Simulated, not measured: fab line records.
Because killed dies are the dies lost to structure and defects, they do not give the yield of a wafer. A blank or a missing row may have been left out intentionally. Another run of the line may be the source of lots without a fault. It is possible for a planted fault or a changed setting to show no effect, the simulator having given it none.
fab line records ; flow n5_finfet
record: lots: 7; wafers: 39
route steps=1938 shown FIN_SAQP@102 FIN_CUT@175 HKMG_FIN@397 MOL_CONTACT_COAG@586 BEOL_M0@731 BEOL_M2@887 BEOL_M4@1021 BEOL_M5@1179 BEOL_M7@1323 BEOL_M11@1575 MIM_BOT_ETCH@1866 PASSIVATION@1910
start_h: start of the lot's first displayed wafer, in hours after the record's first day ; wait_h: hours since the lot's step before ; " unchanged from the row above ; L1.1+2: several wafers, shown together as one row ; - value missing, or start not given ; * or withheld: withheld ; < > ~ a bound
route shown NAME@n: NAME is a module with steps in the file, n the number in the route of the first one ; usual: mean/standard deviation of fault-free wafers ; same: alike in all rows ; chamber/n: place in a boat ; sites: per-site readings ; _std_site: the values' standard deviation ; _edge_site: the outer-site mean with the inner-site mean subtracted ; radius_mm: how far each site lies from the wafer's centre ; mask NAME#n: copy n ; behind: the tool/chamber that last shaped the wafer ; hold: what put the lot on hold/how long, in hours/how the hold closed ; device: names the non-switching transistor (n, p or np) ; end of line: tests run on the same wafers once the route is complete ; a step given without rows: its recipe and nothing more ; killed: not the wafer's yield, but the dies lost to structure and defects at the first sort ; map: dies across one wafer; x = killed, . = not, _ = none there
set.NAME: the setting the step ran with; set.NAME@STEP: the setting that earlier step ran with ; model.NAME: the simulator's own value behind a step, which no gauge read
lots with deliberately changed settings; one table per step, one row per wafer
== steps ==
step: N5_FIN_SAQP_HM_DEP_72
recipe: material: SiO2; target_thk_a: 120; temp_c: 400; precursor: SiH4/N2O; pressure_torr: 0.75; rf_w: 275; time_s: 7.2
step: N5_FIN_CUT_PRECLEAN_35
recipe: time_s: 13.3; temp_c: 45; pressure_torr: 125; p_hf_torr: 3; p_coreactant_torr: 25; chemistry: vHF
step: N5_HKMG_FIN_DEVELOP_48
recipe: develop_time_s: 30; developer: TMAH; resist: CAR-ArF; rinse_liquid: diw; dry: air_spin; dev_temp_c: 23
step: N5_MOL_CONTACT_COAG_VIA_ETCH_46
recipe: chemistry: C4F6/O2; target_depth_a: 460; overetch_a: 92; mask_material: SOC; target: SiO2; bias_w: 455; pressure_mtorr: 10; time_s: 40; source_w: 325; Ar_flow_sccm: 300; C4F6_flow_sccm: 10; O2_flow_sccm: 10; ion_energy_ev: 575.3; ends: end_point
step: N5_BEOL_M0_ALD_136
recipe: material: TaN; target_thk_a: *; temp_c: 275; ald_precursor_family: PDMAT; ald_co_reactant: NH3; pressure_torr: 3; carrier_flow_sccm: 1500; pulse_time_s: 2; purge_time_s: 3; co_reactant_purge_time_s: 2; co_reactant_pulse_time_s: 3; ald_cycles: 30; precursor_vessel_temp_c: 75; precursor_vessel_pressure_torr: 26.25; precursor_vessel_carrier_sccm: 1000
step: N5_BEOL_M2_VIA_ETCH_34
recipe: chemistry: C4F6/O2; target_depth_a: 694; mask_material: SOC; pressure_mtorr: 15; ion_energy_ev: 250; taper_deg: 4; time_s: 65.9; source_w: 350; bias_w: 170; Ar_flow_sccm: 300; C4F6_flow_sccm: 10; O2_flow_sccm: 10
step: N5_BEOL_M4_ILD_DEP_00
recipe: material: SiOC; target_thk_a: 790; temp_c: 350; precursor: DEMS/O2; pressure_torr: 5; rf_w: 500; time_s: 15.3
step: N5_BEOL_M5_SPUTTER_83
recipe: material: Cu; target_thk_a: 150; temp_c: -20; chamber_pressure_pa: 0.07; power_w: withheld; time_s: 27.62
step: N5_BEOL_M7_SPUTTER_48
recipe: material: Cu; target_thk_a: 100; temp_c: -20; bias_v: 60; power_w: 26000; chamber_pressure_pa: 0.13; time_s: 1.667
step: N5_BEOL_M11_VIA_ETCH_34
recipe: chemistry: C4F6/O2; target: SiCOH_lowk; target_depth_a: 1845; mask_material: SOC; taper_deg: 4; time_s: 69.2; ion_energy_ev: 250; pressure_mtorr: 30; source_w: 345; bias_w: 185; Ar_flow_sccm: 300; C4F6_flow_sccm: 10; O2_flow_sccm: 10
step: N5_MIM_BOT_ETCH_ETCH_04
recipe: chemistry: CF4/O2; target: SiNx; target_depth_a: 260; time_s: 13; ion_energy_ev: 100; pressure_mtorr: 40; source_w: 535; bias_w: 49; Ar_flow_sccm: 100; cf4_flow_sccm: 100; O2_flow_sccm: 10
step: N5_PASSIVATION_ETCH_59
recipe: chemistry: Cl2/BCl3; target: TaN; target_depth_a: 650; time_s: 34.9; ion_energy_ev: 100; pressure_mtorr: 10; icp_w: 900; bias_w: 100; Cl2_flow_sccm: 60; bcl3_flow_sccm: 30
step: N5_PASSIVATION_PROBE_49
usual: killed_at_M4_up: 14/6; sort_bin_6_memory: 3.2/0.7; sort_n_pass: 1078/19; sort_yield_pct: 91.3/1.6
lot.wafer;tool;chamber;start_h;wait_h;set.target_thk_a@FIN_SAQP_HM_DEP_72;set.time_s@FIN_CUT_PRECLEAN_35;set.develop_time_s@HKMG_FIN_DEVELOP_48;set.target_depth_a@MOL_CONTACT_COAG_VIA_ETCH_46;set.co_reactant_pulse_time_s@BEOL_M0_ALD_136;set.time_s@BEOL_M2_VIA_ETCH_34;set.time_s@BEOL_M4_ILD_DEP_00;set.time_s@BEOL_M5_SPUTTER_83;set.target_thk_a@BEOL_M7_SPUTTER_48;set.time_s@BEOL_M11_VIA_ETCH_34;set.time_s@MIM_BOT_ETCH_ETCH_04;set.time_s@PASSIVATION_ETCH_59;killed_at_M4_up;sort_bin_6_memory[%];sort_n_pass;sort_yield_pct[%]
L076.1;prober-01;-;271.72;0.0;74.21;5.348;30;460;3;65.9;15.3;19.66;100;69.2;13;34.9;21;4.2;1077;91.3
L076.2;prober-01;-;271.77;0.1;120;5.348;12.57;207.8;3;65.9;15.3;19.66;100;69.2;5.318;34.9;15;3.1;0;0
L076.3;prober-01;-;271.82;0.1;74.21;13.3;30;207.8;3;65.9;15.3;27.62;100;69.2;13;34.9;14;2.4;0;0
L076.4;prober-01;-;271.87;0.2;120;13.3;30;460;3;65.9;15.3;19.66;100;69.2;5.318;34.9;21;3.1;1;0.1
L076.5;prober-01;-;271.92;0.2;74.21;13.3;12.57;207.8;3;65.9;15.3;27.62;100;69.2;13;34.9;21;3.0;0;0
L076.6;prober-01;-;271.97;0.3;120;5.348;12.57;460;3;65.9;15.3;27.62;100;69.2;5.318;34.9;15;2.5;9;0.8
L077.1;prober-02;-;306.40;0.0;174.4;16.26;30;460;3;65.9;15.3;18.11;100;38.1;13;34.9;1090;3.1;0;0
L077.2;prober-02;-;306.45;0.1;174.4;16.26;30;568.9;3;55.16;15.3;27.62;100;69.2;13;34.9;6;1.6;1104;93.6
L077.3;prober-02;-;306.50;0.1;120;13.3;34.94;568.9;3;55.16;15.3;18.11;66.98;69.2;15.11;34.9;29;4.3;1042;88.3
L077.4;prober-02;-;306.55;0.2;120;13.3;30;460;3;55.16;15.3;18.11;66.98;38.1;15.11;34.9;1094;3.8;0;0
L077.5;prober-02;-;306.60;0.2;174.4;13.3;34.94;568.9;3;65.9;15.3;27.62;100;38.1;15.11;34.9;1081;3.5;0;0
L077.6;prober-02;-;306.65;0.3;120;16.26;34.94;460;3;65.9;15.3;27.62;66.98;69.2;13;34.9;33;4.0;1062;90.0
L082.1;prober-01;-;323.72;0.0;162.1;18.17;30;460;1.74;65.9;12.44;27.62;100;81.72;13;34.9;16;3.9;1019;86.4
L082.2;prober-01;-;323.77;0.1;162.1;18.17;20.47;375.9;1.74;65.9;15.3;40.89;100;69.2;17.49;34.9;10;3.7;1064;90.2
L082.3;prober-01;-;323.82;0.1;162.1;13.3;30;375.9;1.74;32.32;15.3;27.62;59.83;69.2;17.49;34.9;56;4.5;8;0.7
L082.4;prober-01;-;323.87;0.2;120;13.3;30;460;3;32.32;15.3;40.89;59.83;81.72;13;34.9;59;4.6;997;84.5
L082.5;prober-01;-;323.92;0.2;120;18.17;20.47;375.9;3;65.9;12.44;40.89;59.83;69.2;13;34.9;60;5.0;305;25.8
L082.6;prober-01;-;323.97;0.3;120;13.3;20.47;460;3;32.32;12.44;27.62;100;81.72;17.49;34.9;8;2.3;1032;87.5
L083.1;prober-02;-;332.43;0.0;120;13.3;30;460;3;65.9;15.3;27.62;100;69.2;13;34.9;15;3.9;1063;90.1
L083.2;prober-02;-;332.48;0.1;120;13.3;30;460;3;65.9;15.3;27.62;100;69.2;13;34.9;6;3.1;1100;93.2
L083.5;prober-02;-;332.63;0.2;120;13.3;30;460;3;65.9;15.3;27.62;100;69.2;13;34.9;8;2.6;1098;93.1
L085.1;prober-02;-;343.29;0.0;153.9;13.3;36.68;460;3;65.9;15.3;27.62;100;69.2;13;34.9;20;3.6;1087;92.1
L085.2;prober-02;-;343.34;0.1;153.9;13.3;36.68;561.9;1.87;86.37;11.42;23.21;100;32.36;13;34.9;1088;3.0;0;0
L085.3;prober-02;-;343.39;0.1;120;13.3;30;561.9;3;86.37;15.3;27.62;100;32.36;13;34.9;1110;3.1;0;0
L085.4;prober-02;-;343.44;0.2;120;5.95;30;460;3;86.37;11.42;23.21;100;69.2;16.65;34.9;12;2.8;1098;93.1
L085.5;prober-02;-;343.49;0.2;153.9;5.95;30;561.9;1.87;65.9;11.42;27.62;100;32.36;16.65;34.9;1106;2.8;0;0
L085.6;prober-02;-;343.54;0.3;120;5.95;36.68;460;1.87;65.9;15.3;23.21;100;69.2;16.65;34.9;13;2.5;1101;93.3
L087.1;prober-02;-;349.82;0.9;120;8.587;45.79;460;3;65.9;15.3;27.62;82.52;69.2;13;14.42;15;2.7;0;0
L087.2;prober-02;-;349.87;0.9;120;13.3;45.79;460;3;86.59;15.3;19.98;82.52;85.37;13;14.42;11;2.8;0;0
L087.3;prober-02;-;349.92;1.0;60.41;13.3;30;460;3;65.9;15.3;19.98;100;85.37;7.575;14.42;15;3.6;0;0
L087.4;prober-02;-;349.97;1.0;60.41;8.587;45.79;460;3;86.59;6.186;27.62;100;85.37;7.575;34.9;1093;3.3;0;0
L087.5;prober-02;-;350.02;1.1;60.41;13.3;30;460;3;86.59;6.186;19.98;100;69.2;13;34.9;1082;3.7;0;0
L087.6;prober-02;-;350.07;1.1;120;8.587;30;460;3;65.9;6.186;27.62;82.52;69.2;7.575;34.9;1092;3.6;0;0
L088.1;prober-02;-;359.21;0.5;97.27;9.896;30;460;3;65.9;15.3;27.62;100;69.2;13;34.9;24;3.7;64;5.4
L088.2;prober-02;-;359.26;0.5;120;13.3;30;568.2;3;45.28;17.67;27.62;100;69.2;13;42.64;12;2.7;1096;92.9
L088.3;prober-02;-;359.31;0.6;97.27;9.896;30;568.2;3;65.9;17.67;27.62;100;88.51;7.671;34.9;36;3.8;437;37.0
L088.4;prober-02;-;359.36;0.6;120;9.896;30;568.2;3;45.28;15.3;27.62;45.25;88.51;13;42.64;162;8.2;456;38.6
L088.5;prober-02;-;359.41;0.7;97.27;13.3;30;460;3;45.28;15.3;27.62;45.25;88.51;7.671;34.9;161;7.5;426;36.1
L088.6;prober-02;-;359.46;0.7;120;13.3;30;460;3;65.9;17.67;27.62;45.25;69.2;7.671;42.64;151;7.8;289;24.5
killed by level:class
L076.1 MOL_CONTACT_COAG:geometric_particle:open=13 BEOL_M2:geometric_particle:open=9 BEOL_M4:geometric_particle:open=6 BEOL_M0_SAQP:geometric_particle:open=5 BEOL_M5:interface_void_opened=5 DUMMY_GATE:geometric_particle:open=4 BEOL_M0_SAQP:geometric_particle:short=4 BEOL_M3:geometric_particle:open=4
L076.2 MOL_CONTACT_COAG:area_etch=1077 FIN_SAQP:geometric_particle:short=10 BEOL_M3:geometric_particle:open=8 DUMMY_GATE:geometric_particle:open=8 BEOL_M4:geometric_particle:open=8 MOL_CONTACT_COAG:geometric_particle:open=7 FIN_SAQP:geometric_particle:open=6 BEOL_M0_SAQP:geometric_particle:short=6
L076.3 MOL_CONTACT_COAG:area_etch=1095 FIN_SAQP:geometric_particle:short=11 BEOL_M0_SAQP:geometric_particle:short=11 BEOL_M0_SAQP:geometric_particle:open=9 BEOL_M3:geometric_particle:open=6 BEOL_M2:geometric_particle:open=5 FIN_SAQP:geometric_particle:open=4 MOL_CONTACT_COAG:geometric_particle:short=4
L076.4 MIM_BOT_ETCH:area_etch=1072 MOL_CONTACT_COAG:geometric_particle:open=12 BEOL_M3:geometric_particle:open=12 FIN_SAQP:geometric_particle:open=7 BEOL_M1:geometric_particle:open=7 GATE_CUT:geometric_particle:open=6 GATE_CUT:geometric_particle:short=6 BEOL_M3:geometric_particle:short=5
L076.5 MOL_CONTACT_COAG:area_etch=1084 BEOL_M4:geometric_particle:open=16 FIN_SAQP:geometric_particle:open=9 STI_FIN_REVEAL:geometric_particle:open=6 BEOL_M0_SAQP:geometric_particle:open=5 BEOL_M2:geometric_particle:open=5 BEOL_M3:geometric_particle:open=5 FIN_SAQP:geometric_particle:short=4
L076.6 MIM_BOT_ETCH:area_etch=1082 BEOL_M0_SAQP:geometric_particle:open=11 BEOL_M0_SAQP:geometric_particle:short=9 BEOL_M2:geometric_particle:open=7 FIN_SAQP:geometric_particle:open=6 FIN_SAQP:geometric_particle:short=5 BEOL_M1:geometric_particle:open=5 BEOL_M3:geometric_particle:open=5
L077.1 BEOL_M11:area_etch=1079 BEOL_M3:geometric_particle:open=14 STI_FIN_REVEAL:geometric_particle:open=13 FIN_SAQP:geometric_particle:short=6 BEOL_M0_SAQP:geometric_particle:open=6 BEOL_M0_SAQP:geometric_particle:short=6 STI_FIN_REVEAL:geometric_particle:short=5 BEOL_M4:geometric_particle:open=5
L077.2 MOL_CONTACT_COAG:geometric_particle:open=15 FIN_SAQP:geometric_particle:short=6 DUMMY_GATE:geometric_particle:open=6 BEOL_M0_SAQP:geometric_particle:short=6 MOL_CONTACT_COAG:geometric_particle:short=5 BEOL_M3:geometric_particle:open=4 BEOL_M0_SAQP:geometric_particle:open=3 BEOL_M1:geometric_particle:open=3
L077.3 BEOL_M7:interface_void_opened=24 MOL_CONTACT_COAG:geometric_particle:open=12 DUMMY_GATE:geometric_particle:open=11 STI_FIN_REVEAL:geometric_particle:open=8 BEOL_M0:geometric_particle:short=6 BEOL_M3:geometric_particle:open=6 PAD_METAL:geometric_particle:short=6 FIN_SAQP:geometric_particle:short=5
L077.4 BEOL_M11:area_etch=1063 BEOL_M7:interface_void_opened=20 MOL_CONTACT_COAG:geometric_particle:open=14 BEOL_M3:geometric_particle:open=14 BEOL_M0_SAQP:geometric_particle:open=7 BEOL_M1:geometric_particle:open=7 DUMMY_GATE:geometric_particle:open=5 STARTING-WAFER:geometric_particle:open=5
L077.5 BEOL_M11:area_etch=1063 MOL_CONTACT_COAG:geometric_particle:open=14 STI_FIN_REVEAL:geometric_particle:open=9 BEOL_M4:geometric_particle:open=9 GATE_CUT:geometric_particle:short=8 BEOL_M0_SAQP:geometric_particle:open=8 BEOL_M0_SAQP:geometric_particle:short=8 BEOL_M3:geometric_particle:open=6
L077.6 MOL_CONTACT_COAG:geometric_particle:open=23 BEOL_M7:interface_void_opened=21 STI_FIN_REVEAL:geometric_particle:open=9 BEOL_M3:geometric_particle:open=7 BEOL_M4:geometric_particle:open=6 DUMMY_GATE:geometric_particle:open=5 BEOL_M0_SAQP:geometric_particle:open=4 GATE_CUT:geometric_particle:short=4
L082.1 BEOL_M2:geometric_particle:open=17 FIN_SAQP:geometric_particle:short=13 DUMMY_GATE:geometric_particle:open=10 BEOL_M4:geometric_particle:open=8 BEOL_M3:geometric_particle:open=6 STI_FIN_REVEAL:geometric_particle:open=6 BEOL_M0_SAQP:geometric_particle:open=6 FIN_SAQP:geometric_particle:open=5
L082.2 FIN_SAQP:geometric_particle:open=18 FIN_SAQP:geometric_particle:short=13 BEOL_M0_SAQP:geometric_particle:short=10 BEOL_M3:geometric_particle:open=10 BEOL_M2:geometric_particle:open=8 BEOL_M0_SAQP:geometric_particle:open=7 BEOL_M1:geometric_particle:open=7 MOL_CONTACT_COAG:geometric_particle:open=6
L082.3 BEOL_M7:interface_void_opened=49 BEOL_M2:area_etch=18 BEOL_M2:geometric_particle:open=15 FIN_SAQP:geometric_particle:open=13 MOL_CONTACT_COAG:area_etch=13 BEOL_M3:geometric_particle:open=9 FIN_SAQP:geometric_particle:short=8 DUMMY_GATE:geometric_particle:open=8
L082.4 BEOL_M7:interface_void_opened=52 BEOL_M2:area_etch=42 FIN_SAQP:geometric_particle:open=10 BEOL_M0_SAQP:geometric_particle:short=10 BEOL_M2:geometric_particle:open=9 FIN_SAQP:geometric_particle:short=7 BEOL_M3:geometric_particle:open=6 GATE_CUT:geometric_particle:short=4
L082.5 BEOL_M7:interface_void_opened=52 MOL_CONTACT_COAG:area_etch=29 BEOL_M2:geometric_particle:open=16 BEOL_M3:geometric_particle:open=14 FIN_SAQP:geometric_particle:short=10 DUMMY_GATE:geometric_particle:open=10 FIN_SAQP:geometric_particle:open=9 BEOL_M1:geometric_particle:open=7
L082.6 BEOL_M2:area_etch=57 BEOL_M0_SAQP:geometric_particle:open=11 FIN_SAQP:geometric_particle:short=9 FIN_SAQP:geometric_particle:open=7 MOL_CONTACT_COAG:geometric_particle:open=7 BEOL_M2:geometric_particle:open=6 BEOL_M4:geometric_particle:open=6 GATE_CUT:geometric_particle:short=5
L083.1 BEOL_M0_SAQP:geometric_particle:open=17 BEOL_M1:geometric_particle:open=13 FIN_SAQP:geometric_particle:open=11 MOL_CONTACT_COAG:geometric_particle:open=9 BEOL_M0_SAQP:geometric_particle:short=9 FIN_SAQP:geometric_particle:short=7 BEOL_M2:geometric_particle:open=7 BEOL_M4:geometric_particle:open=7
L083.2 BEOL_M3:geometric_particle:open=13 BEOL_M0_SAQP:geometric_particle:short=9 MOL_CONTACT_COAG:geometric_particle:open=8 BEOL_M0_SAQP:geometric_particle:open=7 GATE_CUT:geometric_particle:short=5 GATE_CUT:geometric_particle:open=3 BEOL_M0:geometric_particle:open=3 BEOL_M4:geometric_particle:open=3
L083.5 BEOL_M0_SAQP:geometric_particle:open=15 BEOL_M0_SAQP:geometric_particle:short=8 BEOL_M3:geometric_particle:open=8 MOL_CONTACT_COAG:geometric_particle:open=6 BEOL_M0:geometric_particle:open=4 STARTING-WAFER:geometric_particle:open=4 DUMMY_GATE:geometric_particle:open=3 FIN_SAQP:geometric_particle:open=2
L085.1 FIN_SAQP:geometric_particle:open=17 MOL_CONTACT_COAG:geometric_particle:open=11 BEOL_M5:geometric_particle:open=8 BEOL_M0_SAQP:geometric_particle:open=7 BEOL_M2:geometric_particle:open=6 BEOL_M0_SAQP:geometric_particle:short=5 STI_FIN_REVEAL:geometric_particle:open=3 MOL_CONTACT_COAG:geometric_particle:short=3
L085.2 BEOL_M11:area_etch=1079 FIN_SAQP:geometric_particle:open=15 BEOL_M0_SAQP:geometric_particle:short=10 BEOL_M2:geometric_particle:open=9 MOL_CONTACT_COAG:geometric_particle:open=8 FIN_SAQP:geometric_particle:short=6 BEOL_M1:geometric_particle:open=6 BEOL_M3:geometric_particle:open=6
L085.3 BEOL_M11:area_etch=1100 FIN_SAQP:geometric_particle:open=14 BEOL_M2:geometric_particle:open=10 MOL_CONTACT_COAG:geometric_particle:open=6 BEOL_M1:geometric_particle:open=5 BEOL_M1:geometric_particle:short=5 FIN_SAQP:geometric_particle:short=4 SPACER0:geometric_particle:short=3
L085.4 FIN_SAQP:geometric_particle:open=7 BEOL_M0_SAQP:geometric_particle:short=6 MOL_CONTACT_COAG:geometric_particle:open=5 BEOL_M2:geometric_particle:open=5 BEOL_M4:area_dep=5 STI_FIN_REVEAL:geometric_particle:open=4 GATE_CUT:geometric_particle:short=4 GATE_CUT:geometric_particle:open=4
L085.5 BEOL_M11:area_etch=1097 MOL_CONTACT_COAG:geometric_particle:open=12 FIN_SAQP:geometric_particle:open=11 BEOL_M0_SAQP:geometric_particle:short=8 STI_FIN_REVEAL:geometric_particle:open=6 BEOL_M0_SAQP:geometric_particle:open=6 DUMMY_GATE:geometric_particle:open=5 BEOL_M5:geometric_particle:open=4
L085.6 MOL_CONTACT_COAG:geometric_particle:open=6 BEOL_M0_SAQP:geometric_particle:short=6 BEOL_M1:geometric_particle:open=6 BEOL_M2:geometric_particle:open=6 BEOL_M0_SAQP:geometric_particle:open=5 STI_FIN_REVEAL:geometric_particle:open=4 DUMMY_GATE:geometric_particle:open=4 BEOL_M3:geometric_particle:open=4
L087.1 PASSIVATION:area_etch=1102 FIN_SAQP:geometric_particle:short=6 STI_FIN_REVEAL:geometric_particle:open=6 BEOL_M0_SAQP:geometric_particle:open=6 GATE_CUT:geometric_particle:short=6 BEOL_M1:geometric_particle:open=6 BEOL_M3:geometric_particle:open=5 FIN_SAQP:geometric_particle:open=4
L087.2 PASSIVATION:area_etch=1081 BEOL_M1:geometric_particle:open=13 STI_FIN_REVEAL:geometric_particle:open=13 BEOL_M0_SAQP:geometric_particle:open=8 FIN_SAQP:geometric_particle:short=7 FIN_SAQP:geometric_particle:open=5 DUMMY_GATE:geometric_particle:open=5 BEOL_M0_SAQP:geometric_particle:short=5
L087.3 PASSIVATION:area_etch=719 MIM_BOT_ETCH:area_etch=351 MOL_CONTACT_COAG:geometric_particle:open=14 FIN_SAQP:geometric_particle:short=13 BEOL_M0_SAQP:geometric_particle:open=10 STI_FIN_REVEAL:geometric_particle:open=8 MOL_CONTACT_COAG:geometric_particle:short=7 BEOL_M4:geometric_particle:open=7
L087.4 BEOL_M4:area_dep=1077 FIN_SAQP:geometric_particle:open=12 STI_FIN_REVEAL:geometric_particle:open=10 BEOL_M1:geometric_particle:open=9 BEOL_M4:geometric_particle:open=8 FIN_SAQP:geometric_particle:short=7 MOL_CONTACT_COAG:geometric_particle:open=7 BEOL_M0_SAQP:geometric_particle:open=6
L087.5 BEOL_M4:area_dep=1075 BEOL_M1:geometric_particle:open=14 DUMMY_GATE:geometric_particle:open=13 FIN_SAQP:geometric_particle:short=9 STI_FIN_REVEAL:geometric_particle:open=7 BEOL_M2:geometric_particle:open=6 MOL_CONTACT_COAG:geometric_particle:short=6 MOL_CONTACT_COAG:geometric_particle:open=6
L087.6 BEOL_M4:area_dep=1064 BEOL_M4:geometric_particle:open=19 STI_FIN_REVEAL:geometric_particle:open=11 FIN_SAQP:geometric_particle:open=10 BEOL_M1:geometric_particle:open=8 BEOL_M2:geometric_particle:open=7 FIN_SAQP:geometric_particle:short=6 MOL_CONTACT_COAG:geometric_particle:open=5
L088.1 MOL_CONTACT_COAG:geometric_particle:open=24 BEOL_M2:geometric_particle:open=13 BEOL_M0_SAQP:geometric_particle:short=11 BEOL_M0_SAQP:geometric_particle:open=11 BEOL_M4:geometric_particle:open=10 BEOL_M5:geometric_particle:open=7 FIN_SAQP:geometric_particle:open=5 BEOL_M1:geometric_particle:open=5
L088.2 BEOL_M0_SAQP:geometric_particle:open=9 BEOL_M2:geometric_particle:open=9 GATE_CUT:geometric_particle:short=8 BEOL_M0_SAQP:geometric_particle:short=7 MOL_CONTACT_COAG:geometric_particle:open=6 GATE_CUT:geometric_particle:open=5 FIN_SAQP:geometric_particle:short=4 MOL_CONTACT_COAG:geometric_particle:short=3
L088.3 MIM_BOT_ETCH:area_etch=632 BEOL_M4:geometric_particle:open=14 FIN_SAQP:geometric_particle:short=12 BEOL_M5:geometric_particle:open=8 STI_FIN_REVEAL:geometric_particle:open=7 BEOL_M0_SAQP:geometric_particle:short=7 GATE_CUT:geometric_particle:short=6 BEOL_M0_SAQP:geometric_particle:open=6
L088.4 BEOL_M7:interface_void_opened=144 BEOL_M0_SAQP:geometric_particle:open=11 BEOL_M0_SAQP:geometric_particle:short=10 MOL_CONTACT_COAG:geometric_particle:open=8 BEOL_M2:geometric_particle:open=7 BEOL_M4:geometric_particle:open=7 FIN_SAQP:geometric_particle:short=4 DUMMY_GATE:geometric_particle:open=4
L088.5 MIM_BOT_ETCH:area_etch=523 BEOL_M7:interface_void_opened=135 BEOL_M0_SAQP:geometric_particle:open=9 BEOL_M4:geometric_particle:open=9 FIN_SAQP:geometric_particle:open=7 MOL_CONTACT_COAG:geometric_particle:open=7 FIN_SAQP:geometric_particle:short=5 GATE_CUT:geometric_particle:short=5
L088.6 MIM_BOT_ETCH:area_etch=523 BEOL_M7:interface_void_opened=129 BEOL_M0_SAQP:geometric_particle:open=13 FIN_SAQP:geometric_particle:short=10 BEOL_M3:geometric_particle:open=10 MOL_CONTACT_COAG:geometric_particle:open=8 BEOL_M0_SAQP:geometric_particle:short=8 BEOL_M5:geometric_particle:open=7
== key ==
split: step: N5_FIN_SAQP_HM_DEP_72; setting: target_thk_a; stated_as: 120
response none clear
split: step: N5_FIN_CUT_PRECLEAN_35; setting: time_s; stated_as: 13.3
response none clear
split: step: N5_HKMG_FIN_DEVELOP_48; setting: develop_time_s; stated_as: 30
response none clear
split: step: N5_MOL_CONTACT_COAG_VIA_ETCH_46; setting: target_depth_a; stated_as: 460
response none clear
split: step: N5_BEOL_M0_ALD_136; setting: co_reactant_pulse_time_s; stated_as: 3
response none clear
split: step: N5_BEOL_M2_VIA_ETCH_34; setting: time_s; stated_as: 65.9
response none clear
split: step: N5_BEOL_M4_ILD_DEP_00; setting: time_s; stated_as: 15.3
response none clear
split: step: N5_BEOL_M5_SPUTTER_83; setting: time_s; stated_as: 27.62
response none clear
split: step: N5_BEOL_M7_SPUTTER_48; setting: target_thk_a; stated_as: 100
response: step: N5_PASSIVATION_PROBE_49; reading: sort_bin_6_memory; slope: -0.0615; per: 1%; together_with: all; explained: 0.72
split: step: N5_BEOL_M11_VIA_ETCH_34; setting: time_s; stated_as: 69.2
response: step: N5_PASSIVATION_PROBE_49; reading: killed_at_M4_up; slope: -17.5; per: 1%; together_with: all; explained: 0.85
response: step: N5_PASSIVATION_PROBE_49; reading: sort_yield_pct; slope: +1.64; per: 1%; together_with: all; explained: 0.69
response: step: N5_PASSIVATION_PROBE_49; reading: sort_n_pass; slope: +19.3; per: 1%; together_with: all; explained: 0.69
split: step: N5_MIM_BOT_ETCH_ETCH_04; setting: time_s; stated_as: 13
response none clear
split: step: N5_PASSIVATION_ETCH_59; setting: time_s; stated_as: 34.9
response none clear
